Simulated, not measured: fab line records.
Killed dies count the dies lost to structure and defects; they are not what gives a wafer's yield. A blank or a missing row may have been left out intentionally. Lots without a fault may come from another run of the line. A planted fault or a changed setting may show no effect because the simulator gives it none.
fab line records | flow n5_finfet | part 2 of 2: steps 22 to 31 of 31
[record] lots = 5 wafers = 15 last_day = 18
route steps=1938 shown BEOL_M1@760
lots with no fault: from the same line, run without faults
start_h: the number of hours between the record's first day and the start of the first shown wafer of the lot | wait_h: how many hours have passed since the lot's step before this one | " repeats the value in the row above | L1.1+2: a single row standing in for several wafers | - no value, or no start was given | * or withheld: withheld | < > ~ a bound
route shown NAME@n: names a module that has steps shown in the file, with the first one's number in the route | usual: mean and standard deviation over wafers with no fault | same: alike in all rows | chamber/n: place in a boat | sites: the reading at each site | _std_site: the standard deviation of these | _edge_site: the outer-site mean with the inner-site mean subtracted | radius_mm: for every site, how far away it sits from the centre of the wafer | mask NAME#n: copy n | behind: the last tool/chamber to shape the wafer | hold: why the lot went on hold/how many hours it stayed there/how the hold came to an end | device: the transistor (n, p or np) that didn't switch | end of line: the same wafers' tests at the end of the route | a step given without rows: its recipe and nothing more | killed: dies lost to structure and defects at the first sort, not the wafer's yield | map: the dies of a wafer, with x for killed, . for not killed, _ for no die there
set.NAME: the setting as run; set.NAME@STEP: as run at that earlier step | model.NAME: the simulator's own value behind a step, which no gauge read
a table for each step, a row for each wafer; lots at some steps of the route
services: a tool's chamber out of use, with start hour (start_h, from the record's first day; less than 0 if before it), hours out, and reason
[[steps]]
[step N5_BEOL_M1_EBR_24]
[recipe] solvent = PGMEA ebr_width_mm = 1.5
// columns lot.wafer tool chamber start_h wait_h
L076.1+2+4 litho_track-02 0 - -
L083.1+2+3 litho_track-04 0 - -
L085.1+4+6 litho_track-03 0 - -
L092.1+4+5 litho_track-02 0 - -
L097.1+4+6 litho_track-02 0 - -
[step N5_BEOL_M1_SOFTBAKE_23]
[recipe] temp_c = 110 time_s = 60 resist = CAR-EUV
// columns lot.wafer tool chamber start_h wait_h
L076.1+2+4 litho_track-02 0 - -
L083.1+2+3 litho_track-04 0 - -
L085.1+4+6 litho_track-03 0 - -
L092.1+4+5 litho_track-02 0 - -
L097.1+4+6 litho_track-02 0 - -
[step N5_BEOL_M1_EXPOSE_25]
[recipe] mask_id = V0 na = 0.33 source_shape = quasar sigma_inner = 0.2 sigma_outer = 0.8 polarization = unpolarized defocus_nm = 5 target_cd_nm = 24 dose_mj = 63
// columns lot.wafer tool chamber start_h wait_h mask
L076.1+2+4 euv_scanner-02 0 137.84 - V0#0
L083.1+2+3 euv_scanner-01 0 186.06 - V0#0
L085.1+4+6 euv_scanner-01 0 186.12 - V0#0
L092.1+4+5 euv_scanner-01 0 229.77 - V0#0
L097.1+4+6 euv_scanner-02 0 265.82 - V0#0
[step N5_BEOL_M1_PEB_26]
[recipe] peb_temp_c = 100 peb_time_s = 60 resist = CAR-EUV
// columns lot.wafer tool chamber start_h wait_h
L076.1+2+4 litho_track-02 0 137.92 0.1
L083.1+2+3 litho_track-04 0 186.14 0.1
L085.1+4+6 litho_track-03 0 186.20 0.1
L092.1+4+5 litho_track-02 0 229.84 0.1
L097.1+4+6 litho_track-02 0 265.90 0.1
[step N5_BEOL_M1_DEVELOP_27]
[recipe] develop_time_s = 30 developer = TMAH resist = CAR-EUV rinse_liquid = surfactant_rinse dry = air_spin dev_temp_c = 23
// columns lot.wafer tool chamber start_h wait_h
L076.1+2+4 litho_track-02 0 - -
L083.1+2+3 litho_track-04 0 - -
L085.1+4+6 litho_track-03 0 - -
L092.1+4+5 litho_track-02 0 - -
L097.1+4+6 litho_track-02 0 - -
[step N5_BEOL_M1_CD_MEAS_28]
[recipe] landing_energy_ev = 500 detector = se_inlens target_cd_y_nm = 23.3
[usual] cd_nm = 24.01/0.27
// columns lot.wafer tool chamber start_h wait_h cd_nm
L076.1 cd_sem-03 0 137.99 - 24.03
L076.2 " 0 " " 23.84
L076.4 " 0 " " 23.85
L083.1 cd_sem-01 0 186.21 - 23.94
L083.2 " 0 " " 23.40
L083.3 " 0 " " 24.15
L085.1 cd_sem-02 0 186.26 - 24.10
L085.4 " 0 " " 24.20
L085.6 " 0 " " 23.67
L092.1 cd_sem-01 0 229.91 - 24.14
L092.4 " 0 " " 23.95
L092.5 " 0 " " 23.68
L097.1 cd_sem-01 0 265.96 - 24.09
L097.4 " 0 " " 24.28
L097.6 " 0 " " 24.10
[step N5_BEOL_M1_OVL_MEAS_29]
[recipe] points_per_wafer = 522
[usual] V0_OVL = -0.3/0.72
[same] points_per_wafer = 522
// columns lot.wafer tool chamber start_h wait_h V0_OVL[nm]
L076.1 overlay-02 0 138.02 0.0 1.1
L076.2 " 0 " " -0.7
L076.4 " 0 " " 0.9
L083.1 overlay-02 0 186.24 0.0 -1.0
L083.2 " 0 " " -0.5
L083.3 " 0 " " -2.1
L085.1 overlay-01 0 186.29 0.0 -1.0
L085.4 " 0 " " -0.6
L085.6 " 0 " " 0.3
L092.1 overlay-01 0 229.94 0.0 -0.8
L092.4 " 0 " " 0.6
L092.5 " 0 " " -0.9
L097.1 overlay-01 0 266.00 0.0 0.0
L097.4 " 0 " " 0.2
L097.6 " 0 " " 0.6
[step N5_BEOL_M1_INSPECT_30]
[recipe] mode = adi inspect_instrument = brightfield
[usual] raw_defect_count = 390/98
// columns lot.wafer tool chamber start_h wait_h raw_defect_count
L076.1 defect_inspect-02 - 138.08 0.1 474
L076.2 " - " " 487
L076.4 " - " " 416
L083.1 defect_inspect-02 - 186.30 0.1 549
L083.2 " - " " 464
L083.3 " - " " 605
L085.1 defect_inspect-02 - 186.35 0.1 362
L085.4 " - " " 317
L085.6 " - " " 312
L092.1 defect_inspect-01 - 230.00 0.1 392
L092.4 " - " " 330
L092.5 " - " " 345
L097.1 defect_inspect-02 - 266.06 0.1 392
L097.4 " - " " 432
L097.6 " - " " 380
[step N5_BEOL_M1_DESCUM_33]
[recipe] chemistry = O2 time_s = 7 source_power_w = 50 bias_power_w = 20 pressure_mtorr = 20 rf_frequency_hz = 2.712e+07 temp_c = 40 resist = CAR-EUV o2_flow_sccm = 225
[usual] drypump_motor_current_A = 5.7/0.42 oes_product_au = 0.77/0.082 rf_fwd_power_W = 49.42/0.23 rf_vpp_V = 243.1/1.3 showerhead_plenum_p_Torr = 2.08/0.077 throttle_valve_pct = 20.47/0.26
// columns lot.wafer tool chamber start_h wait_h drypump_motor_current_A oes_product_au rf_fwd_power_W rf_hours_counter_h rf_vpp_V showerhead_plenum_p_Torr throttle_valve_pct
L076.1 rie_diel-03 3 138.11 0.0 5.5 0.72 49.55 172 243.8 2.18 20.41
L076.2 " 2 " " 6.0 0.77 49.36 155 242.1 2.00 20.44
L076.4 " 1 " " 5.7 0.79 49.47 129 242.5 2.09 20.15
L083.1 rie_diel-04 1 186.33 0.0 5.2 0.68 49.17 238 244.5 2.16 20.66
L083.2 " 0 " " 5.5 0.70 49.45 220 241.2 1.97 20.53
L083.3 " 2 " " 5.8 0.74 48.91 165 242.6 2.06 20.28
L085.1 rie_diel-02 1 186.39 0.0 6.3 0.67 49.42 248 242.4 2.03 20.29
L085.4 " 2 " " 5.9 0.76 49.41 - 244.1 2.10 20.63
L085.6 " 1 " " 6.4 0.66 49.05 - 242.5 2.03 20.30
L092.1 rie_diel-02 2 230.03 0.0 5.8 0.76 49.50 156 243.4 2.09 20.67
L092.4 " 3 " " 4.9 0.71 49.57 219 241.3 2.00 20.93
L092.5 " 3 " " 4.9 0.71 49.66 - 241.7 2.00 20.92
L097.1 rie_diel-03 2 266.10 0.0 6.0 0.74 49.45 190 240.5 1.99 20.48
L097.4 " 1 " " 5.7 0.75 49.32 166 243.1 2.08 20.19
L097.6 " 2 " " 6.0 0.74 49.68 - 241.8 1.99 20.49
[step N5_BEOL_M1_ETCH_77]
[recipe] chemistry = N2/H2 target = underlayer target_depth_a = 65 mask_material = CAR-EUV time_s = 5.2 ion_energy_ev = 200 pressure_mtorr = 30 source_w = 840 bias_w = 150 n2_flow_sccm = 200 h2_flow_sccm = 200 ends = cleared
[usual] drypump_motor_current_A = 5.7/0.42 etch_rf_on_time_s = 5.21/0.12 oes_product_au = 0.66/0.068 rf_fwd_power_W = 819.7/2.4 rf_vpp_V = 523.6/2.7 showerhead_plenum_p_Torr = 2.54/0.092 throttle_valve_pct = 17.93/0.21
// columns lot.wafer tool chamber start_h wait_h drypump_motor_current_A etch_rf_on_time_s oes_product_au rf_fwd_power_W rf_hours_counter_h rf_vpp_V showerhead_plenum_p_Torr throttle_valve_pct
L076.1 rie_diel-03 3 138.14 0.0 5.5 5.28 0.61 817.8 172 527.2 2.65 17.81
L076.2 " 2 " " 6.0 5.21 0.65 816.9 155 519.6 2.45 17.98
L076.4 " 1 " " 5.7 5.06 0.68 821.4 129 523.8 2.55 17.62
L083.1 rie_diel-04 1 186.36 0.0 5.2 5.22 0.57 818.9 238 527.2 2.62 18.10
L083.2 " 0 " " 5.5 5.26 0.60 820.4 220 520.7 2.41 18.18
L083.3 " 2 " " 5.8 5.12 0.63 815.2 165 526.5 2.53 17.73
L085.1 rie_diel-02 1 186.42 0.0 6.3 5.40 0.57 820.4 248 522.9 2.49 17.85
L085.4 " 2 " " 5.8 5.14 0.65 821.5 - 523.4 2.55 18.17
L085.6 " 1 " " 6.3 5.36 0.57 820.7 - 523.7 2.49 17.83
L092.1 rie_diel-02 2 230.07 0.0 5.9 5.19 0.64 819.7 156 522.5 2.54 18.20
L092.4 " 3 " " 4.9 5.01 0.62 820.7 219 523.0 2.40 18.19
L092.5 " 3 " " 4.9 4.96 0.64 821.9 - 520.8 2.40 18.15
L097.1 rie_diel-03 2 266.13 0.0 6.0 5.20 0.63 822.0 190 520.9 2.44 18.06
L097.4 " 1 " " 5.7 5.11 0.65 817.9 166 523.2 2.53 17.66
L097.6 " 2 " " 6.0 5.21 0.63 822.7 - 520.2 2.44 18.05
[[services]]
// columns tool chamber start_h hours kind
rie_diel-04 3 116.29 12.9 repair
rie_metal-02 - 121.53 2.8 pm
euv_scanner-01 - 139.76 4.6 pm
euv_scanner-02 - 144.38 1.0 pm
euv_scanner-01 - 149.13 1.0 pm
rie_metal-01 0 155.40 25.5 repair
rie_metal-03 - 162.48 0.4 repair
rie_diel-02 0 174.77 - clean
rie_diel-02 0 174.77 - consumable_replace:focus_ring
rie_diel-02 0 174.77 19.6 scheduled_down
rie_diel-02 0 174.77 19.6 vent_cycle
rie_diel-04 0 176.83 7.2 repair
rie_metal-03 - 177.06 1.4 pm
euv_scanner-02 - 179.90 17.3 pm
rie_diel-02 1 194.32 - clean
euv_scanner-02 - 197.20 4.6 pm
rie_diel-04 0 204.06 8.8 repair
euv_scanner-01 - 204.46 12.0 pm
euv_scanner-01 - 216.46 1.0 pm
rie_metal-02 - 233.82 14.6 pm
euv_scanner-01 - 248.81 0.4 repair
euv_scanner-02 - 254.58 1.0 pm
rie_diel-02 1 257.11 6.0 repair
euv_scanner-01 - 261.43 1.0 pm
